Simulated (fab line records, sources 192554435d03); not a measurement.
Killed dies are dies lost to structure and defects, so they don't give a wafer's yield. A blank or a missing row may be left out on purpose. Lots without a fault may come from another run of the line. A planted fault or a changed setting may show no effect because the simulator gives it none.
Chamber matching | flow n5_finfet | N5_BEOL_M12_VIA_ETCH_16 on rie_diel-06: 4 sister chambers
The step etches SiOC in C4F8/O2/Ar, target depth 724.8 nm. 4 wafers are shown with their chamber, then 9 later ones without.

WAFERS WITH THEIR CHAMBER
wafer  | chamber | showerhead_plenum_p_Torr (Torr)
L079.3 | 2       | 3.53
L088.5 | 0       | 3.42
L089.2 | 1       | 3.38
L089.5 | 3       | 3.40

WAFERS WITHOUT THEIR CHAMBER
wafer  | showerhead_plenum_p_Torr (Torr)
L092.1 | 3.37
L092.2 | 3.39
L092.3 | 3.41
L093.1 | 3.37
L093.2 | 3.41
L093.3 | 3.51
L096.2 | 3.40
L096.3 | 3.37
L096.6 | 3.51

WHICH CHAMBER EACH WENT THROUGH
wafer  | from the rows above          | in truth
L092.1 | can't be placed: 1 or 3      | 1
L092.2 | can't be placed: 3 or 1 or 0 | 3
L092.3 | can't be placed: 0 or 3 or 1 | 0
L093.1 | can't be placed: 1 or 3      | 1
L093.2 | can't be placed: 0 or 3 or 1 | 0
L093.3 | 2                            | 2
L096.2 | can't be placed: 3 or 0 or 1 | 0
L096.3 | can't be placed: 1 or 3      | 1
L096.6 | 2                            | 2
Placed correctly: 2 of 9. Can't be placed from these rows: 7 (the true chamber is among the candidates in 7). Placed wrongly: 0.
How it was worked out, from the rows above alone: a wafer's distance from a chamber is the root of the sum, over the readings, of the square of ((its reading less the chamber's mean) divided by the reading's scatter). The wafer belongs to the nearest chamber; if the next one is less than 2 further off, it can't be placed. A chamber's mean is the mean of its shown wafers. The scatter: with one shown wafer a chamber, the root of the mean of the squares of how far each hidden wafer lies from its nearest shown one.
